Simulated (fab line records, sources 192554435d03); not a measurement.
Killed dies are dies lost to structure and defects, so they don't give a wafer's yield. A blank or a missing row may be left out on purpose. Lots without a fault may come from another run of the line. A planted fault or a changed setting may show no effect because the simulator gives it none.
fab line records | flow n5_finfet | part 1 of 2: steps 1 to 27 of 32
record lots=5 wafers=15 last_day=16
route steps=1938 shown BEOL_M13@1702 BEOL_M14@1716
lots that met no fault: from a run of the same line without faults
start_h: hours from the record's first day to the start of the lot's first wafer shown | wait_h: hours since the lot's step before | " the same as in the row above | L1.1+2: a row that stands for several wafers | - no value, or no start given | * or withheld: withheld | < > ~ a bound
route shown NAME@n: a module of which the file shows steps, and the number in the route of the first | usual: mean/standard deviation of fault-free wafers | same: alike in all rows | chamber/n: place in a boat | sites: the reading at each site | _std_site: their standard deviation | _edge_site: outer sites' mean less inner sites' | radius_mm: how far each site lies from the wafer's centre | mask NAME#n: copy n | behind: the tool/chamber that last shaped the wafer | hold: why the lot was held/for how many hours/how that ended | device: the transistor (n, p or np) that didn't switch | end of line: the same wafers' tests at the end of the route | a step without rows: its recipe alone | killed: dies lost to structure and defects at the first sort, not the wafer's yield | map: a wafer's dies, x killed, . not, _ none there
set.NAME: the setting as run; set.NAME@STEP: as run at that earlier step | model.NAME: the simulator's own value behind a step, which no gauge read
lots at some steps of the route; a table a step, a row a wafer
services: from which hour (start_h, from the record's first day; less than 0 if before it) a tool's chamber was out of use, for how many hours, and why
## steps
# step N5_BEOL_M13_SRD_40
# recipe time_s=30 temp_c=23 rinse_liquid=diw dry=n2_spin spin_rpm=1500 dry_time_s=30
# usual do_supply_ppb=10.00/0.094
# columns lot.wafer tool chamber start_h wait_h do_supply_ppb
L085.2 wet_bench-01 5 296.55 0.0 10.05
L085.4 " 3 " " 9.95
L085.6 " 7 " " 10.15
L090.1 wet_bench-05 2 339.93 0.0 9.87
L090.2 " 1 " " 9.86
L090.3 " 3 " " 10.01
L091.1 wet_bench-05 7 343.92 0.0 9.84
L091.4 " 0 " " 10.14
L091.6 " 3 " " 10.03
L092.1 wet_bench-06 6 344.15 0.0 10.05
L092.3 " 4 " " 9.85
L092.6 " 7 " " 10.11
L095.2 wet_bench-05 3 364.26 0.0 9.97
L095.4 " 7 " " 9.88
L095.6 " 4 " " 10.03
# step N5_BEOL_M13_DEGAS_41
# recipe ambient=vacuum temp_c=250 time_s=60
# usual heater_power_w=334/48 susceptor_temp_C=249.99/0.18
# columns lot.wafer tool chamber start_h wait_h heater_power_w susceptor_temp_C
L085.2 pvd_sputter-03 - 296.71 0.1 303 249.59
L085.4 " - " " 340 249.91
L085.6 " - " " 294 250.03
L090.1 pvd_sputter-01 - 340.39 0.4 301 249.83
L090.2 " - " " 284 250.42
L090.3 " - " " 347 249.73
L091.1 pvd_sputter-02 - 344.04 0.1 294 250.00
L091.4 " - " " 283 250.16
L091.6 " - " " 285 250.25
L092.1 pvd_sputter-03 - 344.20 0.0 298 249.86
L092.3 " - " " 346 250.10
L092.6 " - " " 303 250.01
L095.2 pvd_sputter-03 - 365.19 0.9 306 250.17
L095.4 " - " " 300 250.01
L095.6 " - " " 310 250.01
# step N5_BEOL_M13_PRE_CLEAN_42
# recipe gas=H2/He time_s=30 temp_c=250
# usual heater_power_w=333/48 susceptor_temp_C=250.01/0.18
# columns lot.wafer tool chamber start_h wait_h heater_power_w susceptor_temp_C
L085.2 pvd_sputter-03 - 296.75 0.0 299 249.60
L085.4 " - " " 345 250.00
L085.6 " - " " 299 249.95
L090.1 pvd_sputter-01 - 340.43 0.0 299 250.30
L090.2 " - " " 282 250.16
L090.3 " - " " 353 249.79
L091.1 pvd_sputter-02 - 344.08 0.0 293 250.20
L091.4 " - " " 284 250.21
L091.6 " - " " 286 250.38
L092.1 pvd_sputter-03 - 344.24 0.0 306 249.98
L092.3 " - " " 350 250.01
L092.6 " - " " 306 250.21
L095.2 pvd_sputter-03 - 365.23 0.0 291 249.99
L095.4 " - " " 314 250.18
L095.6 " - " " 306 250.02
# step N5_BEOL_M13_SPUTTER_43
# recipe material=TaN target_thk_a=150 temp_c=50 bias_v=168.6 power_w=15000 chamber_pressure_pa=0.12 time_s=24.19
# usual cathode_dc_power_W=15000/2.6 susceptor_temp_C=49.99/0.12 throttle_valve_pct=29.5/1
# columns lot.wafer tool chamber start_h wait_h cathode_dc_power_W susceptor_temp_C throttle_valve_pct
L085.2 pvd_sputter-03 - 296.79 0.0 15001 50.09 29.9
L085.4 " - " " 14996 49.92 29.8
L085.6 " - " " 15002 49.77 30.4
L090.1 pvd_sputter-01 - 340.47 0.0 15003 49.96 30.5
L090.2 " - " " 14998 50.10 29.9
L090.3 " - " " 14999 49.99 28.7
L091.1 pvd_sputter-02 - 344.12 0.0 15003 49.90 28.8
L091.4 " - " " 15003 49.97 29.6
L091.6 " - " " 15003 50.02 31.0
L092.1 pvd_sputter-03 - 344.28 0.0 15004 50.05 29.5
L092.3 " - " " 14997 49.96 29.6
L092.6 " - " " 14996 49.78 30.6
L095.2 pvd_sputter-03 - 365.27 0.0 15002 49.95 30.7
L095.4 " - " " 14997 50.11 29.7
L095.6 " - " " 14998 49.94 29.7
# step N5_BEOL_M13_SPUTTER_44
# recipe material=Ta target_thk_a=100 temp_c=50 bias_v=80 power_w=15000 chamber_pressure_pa=0.07 time_s=16.13
# usual cathode_dc_power_W=15000/2.6 susceptor_temp_C=50.02/0.12 throttle_valve_pct=29.5/1
# columns lot.wafer tool chamber start_h wait_h cathode_dc_power_W susceptor_temp_C throttle_valve_pct
L085.2 pvd_sputter-03 - 296.87 0.0 15001 49.98 29.5
L085.4 " - " " 15003 49.95 29.8
L085.6 " - " " 14999 50.02 30.4
L090.1 pvd_sputter-01 - 340.55 0.0 15003 50.24 30.9
L090.2 " - " " 15000 49.97 30.0
L090.3 " - " " 15000 49.79 28.8
L091.1 pvd_sputter-02 - 344.20 0.0 15001 49.99 28.7
L091.4 " - " " 15000 50.20 29.5
L091.6 " - " " 15003 50.09 30.9
L092.1 pvd_sputter-03 - 344.36 0.0 15000 50.06 29.9
L092.3 " - " " 14999 49.96 29.9
L092.6 " - " " 14998 49.99 30.3
L095.2 pvd_sputter-03 - 365.35 0.0 15001 50.02 30.4
L095.4 " - " " 14999 50.04 29.4
L095.6 " - " " 15000 49.95 29.8
# step N5_BEOL_M13_SPUTTER_45
# recipe material=Cu target_thk_a=800 temp_c=-20 bias_v=60 power_w=26000 chamber_pressure_pa=0.13 time_s=13.33
# usual cathode_dc_power_W=26000/4.5 susceptor_temp_C=-20.00/0.1 throttle_valve_pct=29.5/1
# columns lot.wafer tool chamber start_h wait_h cathode_dc_power_W susceptor_temp_C throttle_valve_pct
L085.2 pvd_sputter-03 - 296.95 0.0 25998 -20.02 29.8
L085.4 " - " " 26004 -20.04 29.8
L085.6 " - " " 26002 -20.05 30.4
L090.1 pvd_sputter-01 - 340.63 0.0 25999 -20.07 30.5
L090.2 " - " " 26003 -20.05 30.1
L090.3 " - " " 26002 -19.90 28.8
L091.1 pvd_sputter-02 - 344.28 0.0 26002 -20.03 28.8
L091.4 " - " " 25995 -19.93 29.5
L091.6 " - " " 26003 -20.00 31.1
L092.1 pvd_sputter-03 - 344.44 0.0 26001 -19.98 29.8
L092.3 " - " " 25995 -20.10 29.6
L092.6 " - " " 26003 -20.03 30.6
L095.2 pvd_sputter-03 - 365.43 0.0 25999 -20.00 30.4
L095.4 " - " " 26003 -20.01 29.9
L095.6 " - " " 26000 -19.93 29.8
# step N5_BEOL_M13_ECD_47
# recipe material=Cu target_thk_a=9360
# columns lot.wafer tool chamber start_h wait_h
L085.2+4+6 ecd_cu-01 1,1,0 297.06 0.1
L090.1+2+3 ecd_cu-02 1,0,0 340.75 0.1
L091.1+4+6 ecd_cu-01 0 344.40 0.1
L092.1+3+6 ecd_cu-02 0,1,0 344.55 0.1
L095.2+4+6 ecd_cu-01 0,0,1 365.54 0.1
# step N5_BEOL_M13_ANNEAL_48
# recipe temp_c=225 time_s=90 ambient=N2
# usual anneal_temp_c_max=226.07/0.28 wafer_temp_C_max=226.10/0.27
# columns lot.wafer tool chamber start_h wait_h anneal_temp_c_max wafer_temp_C_max
L085.2 rtp_anneal-01 0 297.27 0.2 226.33 225.46
L085.4 " 0 " " 226.30 225.67
L085.6 " 0 " " 225.87 226.14
L090.1 rtp_anneal-02 0 341.18 0.4 225.96 226.42
L090.2 " 0 " " 226.16 226.34
L090.3 " 0 " " 225.91 226.01
L091.1 rtp_anneal-02 0 344.56 0.1 226.04 226.86
L091.4 " 0 " " 225.98 226.21
L091.6 " 0 " " 226.01 225.94
L092.1 rtp_anneal-01 0 344.82 0.2 226.14 226.58
L092.3 " 0 " " 227.12 226.17
L092.6 " 0 " " 226.07 225.75
L095.2 rtp_anneal-02 0 365.75 0.2 225.82 225.85
L095.4 " 0 " " 225.97 225.81
L095.6 " 0 " " 225.99 226.25
# step N5_BEOL_M13_CMP_49
# recipe stop_on=SiOC t_overpolish_s=17.1 down_force_psi=1 platen_rpm=50 clearing_platen_down_force_psi=1.5 clearing_platen_rpm=50 post_cmp_clean=cu_alkaline target_thk_nm=420 clearing_platen_pad_velocity_m_s=0.99484 pad_velocity_m_s=0.99484
# usual barrier_field_endpoint_s=30.2/0.94 motor_current_A=6.2/0.72 overpolish_run_s=17.100/0.0089
# columns lot.wafer tool chamber start_h wait_h barrier_field_endpoint_s motor_current_A overpolish_run_s
L085.4 cmp-01 3 297.52 0.1 28.8 5.4 17.099
L085.2 " 0 " " 29.7 7.0 17.108
L085.6 " 0 " " 31.3 6.8 17.098
L090.3 cmp-04 1 341.50 0.2 30.3 7.2 17.100
L090.1 " 3 " " 31.1 7.2 17.107
L090.2 " 0 " " 30.6 5.9 17.102
L091.4 cmp-02 1 344.86 0.1 30.4 7.6 17.099
L091.1 " 2 " " 29.6 5.3 17.107
L091.6 " 2 " " 29.9 5.4 17.107
L092.3 cmp-01 0 345.15 0.2 30.7 6.6 17.089
L092.1 " 2 " " 30.0 6.5 17.114
L092.6 " 0 " " 31.8 6.4 17.101
L095.2 cmp-04 2 366.00 0.2 31.2 5.9 17.085
L095.4 " 3 " " 31.3 6.9 17.105
L095.6 " 3 " " 31.8 6.8 17.084
# step N5_BEOL_M13_THK_MEAS_50
# recipe thk_meas_gauge=xrf reads=Cu_of_BEOL_M13_ECD_47
# usual M13_THK=421/8.1
# columns lot.wafer tool chamber start_h wait_h M13_THK[nm]
L085.2 film_metro-01 - 297.82 - 436
L085.4 " - " " 425
L085.6 " - " " 423
L090.1 film_metro-02 - 341.79 - 427
L090.2 " - " " 431
L090.3 " - " " 429
L091.1 film_metro-01 - 345.15 - 411
L091.4 " - " " 410
L091.6 " - " " 411
L092.1 film_metro-02 - 345.41 - 426
L092.3 " - " " 427
L092.6 " - " " 422
L095.2 film_metro-02 - 366.30 - 425
L095.4 " - " " 422
L095.6 " - " " 425
# step N5_BEOL_M13_PRE_CLEAN_52
# recipe gas=NH3 time_s=15 temp_c=withheld rf_power_w=300
# columns lot.wafer tool chamber start_h wait_h
L085.2+4+6 pecvd-02 1,0,1 297.86 0.0
L090.1+2+3 pecvd-03 2,0,1 341.83 0.0
L091.1+4+6 pecvd-01 2,2,0 345.19 0.0
L092.1+3+6 pecvd-02 0,1,0 345.45 0.0
L095.2+4+6 pecvd-01 2,2,0 366.33 0.0
# step N5_BEOL_M13_DEP_53
# recipe material=SiCN target_thk_a=500 temp_c=withheld precursor=3MS/NH3 pressure_torr=3 rf_w=675 time_s=17.8
# usual showerhead_plenum_p_Torr=4.162/0.019 throttle_valve_pct=18.7/0.97
# columns lot.wafer tool chamber start_h wait_h showerhead_plenum_p_Torr throttle_valve_pct
L085.2 pecvd-02 1 297.89 0.0 4.168 18.4
L085.4 " 0 " " 4.150 19.7
L085.6 " 1 " " 4.170 18.6
L090.1 pecvd-03 2 341.85 0.0 4.162 17.7
L090.2 " 0 " " 4.183 18.5
L090.3 " 1 " " 4.160 18.8
L091.1 pecvd-01 2 345.22 0.0 4.152 18.1
L091.4 " 2 " " 4.150 18.1
L091.6 " 0 " " 4.132 18.3
L092.1 pecvd-02 0 345.49 0.0 4.130 19.7
L092.3 " 1 " " 4.154 18.3
L092.6 " 0 " " 4.144 19.7
L095.2 pecvd-01 2 366.36 0.0 4.159 18.2
L095.4 " 2 " " 4.157 18.2
L095.6 " 0 " " 4.135 18.3
# step N5_BEOL_M13_RS_MEAS_54
# recipe thk_meas_gauge=four-point-probe reads=Cu_of_BEOL_M13_ECD_47+Ta_of_BEOL_M13_SPUTTER_44+TaN_of_BEOL_M13_SPUTTER_43
# usual M13_RS=0.0453/0.00074
# columns lot.wafer tool chamber start_h wait_h M13_RS[ohm/sq]
L085.2 film_metro-01 - 297.98 0.1 0.0441
L085.4 " - " " 0.0448
L085.6 " - " " 0.0453
L090.1 film_metro-02 - 341.92 0.0 0.0449
L090.2 " - " " 0.0445
L090.3 " - " " 0.0447
L091.1 film_metro-01 - 345.28 0.0 0.0457
L091.4 " - " " 0.0459
L091.6 " - " " 0.0456
L092.1 film_metro-02 - 345.57 0.1 0.0448
L092.3 " - " " 0.0448
L092.6 " - " " 0.0454
L095.2 film_metro-02 - 366.43 0.1 0.0453
L095.4 " - " " 0.0457
L095.6 " - " " 0.0452
# step N5_BEOL_M13_INSPECT_55
# recipe inspect_instrument=darkfield mode=post_dep
# usual raw_defect_count=69/26
# columns lot.wafer tool chamber start_h wait_h raw_defect_count
L085.2 defect_inspect-02 - 298.00 0.0 48
L085.4 " - " " 39
L085.6 " - " " 44
L090.1 defect_inspect-02 - 341.94 0.0 35
L090.2 " - " " 57
L090.3 " - " " 55
L091.1 defect_inspect-02 - 345.31 0.0 78
L091.4 " - " " 88
L091.6 " - " " 91
L092.1 defect_inspect-02 - 345.59 0.0 33
L092.3 " - " " 50
L092.6 " - " " 73
L095.2 defect_inspect-02 - 366.45 0.0 73
L095.4 " - " " 47
L095.6 " - " " 47
# step N5_BEOL_M14_ILD_DEP_00
# recipe material=SiO2 target_thk_a=11193 temp_c=400 precursor=TEOS/O2 pressure_torr=6.5 rf_w=900 teos_flow_sccm=161.4 gas=O2 flow_sccm=2650 time_s=237.4
# usual heater_power_w=491/79 showerhead_plenum_p_Torr=8.35/0.035 susceptor_temp_C=399.97/0.23 throttle_valve_pct=19.3/1.1
# columns lot.wafer tool chamber start_h wait_h heater_power_w showerhead_plenum_p_Torr susceptor_temp_C throttle_valve_pct
L085.2 pecvd-04 2 298.04 0.0 518 8.27 399.76 18.5
L085.4 " 2 " " 408 8.29 399.83 18.5
L085.6 " 1 " " 570 8.34 399.86 20.8
L090.1 pecvd-01 0 341.98 0.0 401 8.29 400.12 18.7
L090.2 " 1 " " 660 8.40 399.69 21.5
L090.3 " 2 " " 455 8.32 400.06 18.6
L091.1 pecvd-01 1 345.35 0.0 570 8.40 400.16 21.7
L091.4 " 2 " " 406 8.32 400.10 18.8
L091.6 " 0 " " 384 8.29 400.11 18.8
L092.1 pecvd-03 1 345.63 0.0 458 8.36 399.89 19.5
L092.3 " 0 " " 497 8.40 400.01 19.2
L092.6 " 0 " " 554 8.38 399.78 19.3
L095.2 pecvd-04 2 366.49 0.0 435 8.31 400.18 18.5
L095.4 " 0 " " 502 8.34 399.99 19.4
L095.6 " 2 " " 515 8.28 400.00 18.5
# step N5_BEOL_M14_THK_MEAS_01
# recipe reads=SiO2_of_BEOL_M14_ILD_DEP_00
# usual M14_ILD_THK=1125/16
# columns lot.wafer tool chamber start_h wait_h M14_ILD_THK[nm]
L085.2 film_metro-01 - 298.23 0.1 1126
L085.4 " - " " 1156
L085.6 " - " " 1151
L090.1 film_metro-01 - 342.17 0.1 1100
L090.2 " - " " 1086
L090.3 " - " " 1127
L091.1 film_metro-02 - 345.54 0.1 1097
L091.4 " - " " 1135
L091.6 " - " " 1125
L092.1 film_metro-02 - 345.82 0.1 1099
L092.3 " - " " 1126
L092.6 " - " " 1136
L095.2 film_metro-01 - 366.68 0.1 1139
L095.4 " - " " 1165
L095.6 " - " " 1153
# step N5_BEOL_M14_COAT_58
# recipe resist=BARC temp_c=205 time_s=60 spin_rpm=1500 resist_thk_nm=89
# columns lot.wafer tool chamber start_h wait_h
L085.2+4+6 litho_track-05 0 298.26 0.0
L090.1+2+3 litho_track-02 0 342.20 0.0
L091.1+4+6 litho_track-04 0 345.57 0.0
L092.1+3+6 litho_track-02 0 345.85 0.0
L095.2+4+6 litho_track-05 0 366.71 0.0
# step N5_BEOL_M14_COAT_04
# recipe spin_rpm=1704 resist_thk_nm=800
# columns lot.wafer tool chamber start_h wait_h
L085.2+4+6 litho_track-05 0 - -
L090.1+2+3 litho_track-02 0 - -
L091.1+4+6 litho_track-04 0 - -
L092.1+3+6 litho_track-02 0 - -
L095.2+4+6 litho_track-05 0 - -
# step N5_BEOL_M14_EBR_06
# recipe solvent=PGMEA ebr_width_mm=1.5
# columns lot.wafer tool chamber start_h wait_h
L085.2+4+6 litho_track-05 0 - -
L090.1+2+3 litho_track-02 0 - -
L091.1+4+6 litho_track-04 0 - -
L092.1+3+6 litho_track-02 0 - -
L095.2+4+6 litho_track-05 0 - -
# step N5_BEOL_M14_SOFTBAKE_05
# recipe temp_c=130 time_s=60
# columns lot.wafer tool chamber start_h wait_h
L085.2+4+6 litho_track-05 0 - -
L090.1+2+3 litho_track-02 0 - -
L091.1+4+6 litho_track-04 0 - -
L092.1+3+6 litho_track-02 0 - -
L095.2+4+6 litho_track-05 0 - -
# step N5_BEOL_M14_EXPOSE_07
# recipe mask_id=V13 na=0.8 source_shape=annular sigma_inner=0.5 sigma_outer=0.8 polarization=unpolarized attpsm_phase_deg=180 dose_mj=57
# columns lot.wafer tool chamber start_h wait_h mask
L085.2+4+6 krf_scanner-02 0 298.49 - V13#0
L090.1+2+3 krf_scanner-01 0 342.43 - V13#0
L091.1+4+6 krf_scanner-02 0 345.79 - V13#0
L092.1+3+6 krf_scanner-01 0 346.08 - V13#0
L095.2+4+6 krf_scanner-01 0 366.82 - V13#0
# step N5_BEOL_M14_PEB_08
# recipe peb_temp_c=130 peb_time_s=90
# columns lot.wafer tool chamber start_h wait_h
L085.2+4+6 litho_track-02 0 298.55 0.0
L090.1+2+3 litho_track-05 0 342.49 0.1
L091.1+4+6 litho_track-05 0 345.85 0.1
L092.1+3+6 litho_track-02 0 346.14 0.1
L095.2+4+6 litho_track-05 0 366.87 0.0
# step N5_BEOL_M14_DEVELOP_09
# recipe develop_time_s=45 rinse_liquid=diw dry=air_spin dev_temp_c=21
# columns lot.wafer tool chamber start_h wait_h
L085.2+4+6 litho_track-02 0 - -
L090.1+2+3 litho_track-05 0 - -
L091.1+4+6 litho_track-05 0 - -
L092.1+3+6 litho_track-02 0 - -
L095.2+4+6 litho_track-05 0 - -
# step N5_BEOL_M14_HARDBAKE_14
# recipe temp_c=130 time_s=120
# columns lot.wafer tool chamber start_h wait_h
L085.2+4+6 litho_track-02 0 - -
L090.1+2+3 litho_track-05 0 - -
L091.1+4+6 litho_track-05 0 - -
L092.1+3+6 litho_track-02 0 - -
L095.2+4+6 litho_track-05 0 - -
# step N5_BEOL_M14_CD_MEAS_10
# recipe target_cd_nm=250 landing_energy_ev=500 detector=se_inlens polarity=opening
# usual cd_nm=250.1/2.1
# columns lot.wafer tool chamber start_h wait_h cd_nm
L085.2 cd_sem-02 0 298.66 - 246.7
L085.4 " 0 " " 247.0
L085.6 " 0 " " 250.1
L090.1 cd_sem-01 0 342.60 - 251.0
L090.2 " 0 " " 251.8
L090.3 " 0 " " 250.9
L091.1 cd_sem-02 0 345.97 - 251.2
L091.4 " 0 " " 253.1
L091.6 " 0 " " 253.3
L092.1 cd_sem-01 0 346.25 - 245.8
L092.3 " 0 " " 249.3
L092.6 " 0 " " 249.4
L095.2 cd_sem-01 0 366.99 - 251.6
L095.4 " 0 " " 250.8
L095.6 " 0 " " 247.8
# step N5_BEOL_M14_OVL_MEAS_11
# recipe points_per_wafer=44
# usual V13_OVL=-6/5.4
# columns lot.wafer tool chamber start_h wait_h V13_OVL[nm]
L085.2 overlay-02 0 298.69 0.0 -13
L085.4 " 0 " " -17
L085.6 " 0 " " -11
L090.1 overlay-02 0 342.63 0.0 -3
L090.2 " 0 " " -1
L090.3 " 0 " " 1
L091.1 overlay-02 0 346.01 0.0 -14
L091.4 " 0 " " -13
L091.6 " 0 " " -6
L092.1 overlay-02 0 346.28 0.0 0
L092.3 " 0 " " -5
L092.6 " 0 " " -7
L095.2 overlay-01 0 367.02 0.0 -10
L095.4 " 0 " " -1
L095.6 " 0 " " -2
# step N5_BEOL_M14_INSPECT_12
# recipe mode=adi inspect_instrument=macro
# usual raw_defect_count=1.9/1.4
# columns lot.wafer tool chamber start_h wait_h raw_defect_count
L085.2 defect_inspect-02 - 298.72 0.0 0
L085.4 " - " " 2
L085.6 " - " " 0
L090.1 defect_inspect-01 - 342.66 0.0 3
L090.2 " - " " 3
L090.3 " - " " 1
L091.1 defect_inspect-01 - 346.03 0.0 0
L091.4 " - " " 3
L091.6 " - " " 2
L092.1 defect_inspect-01 - 346.31 0.0 3
L092.3 " - " " 2
L092.6 " - " " 2
L095.2 defect_inspect-01 - 367.04 0.0 2
L095.4 " - " " 2
L095.6 " - " " 4
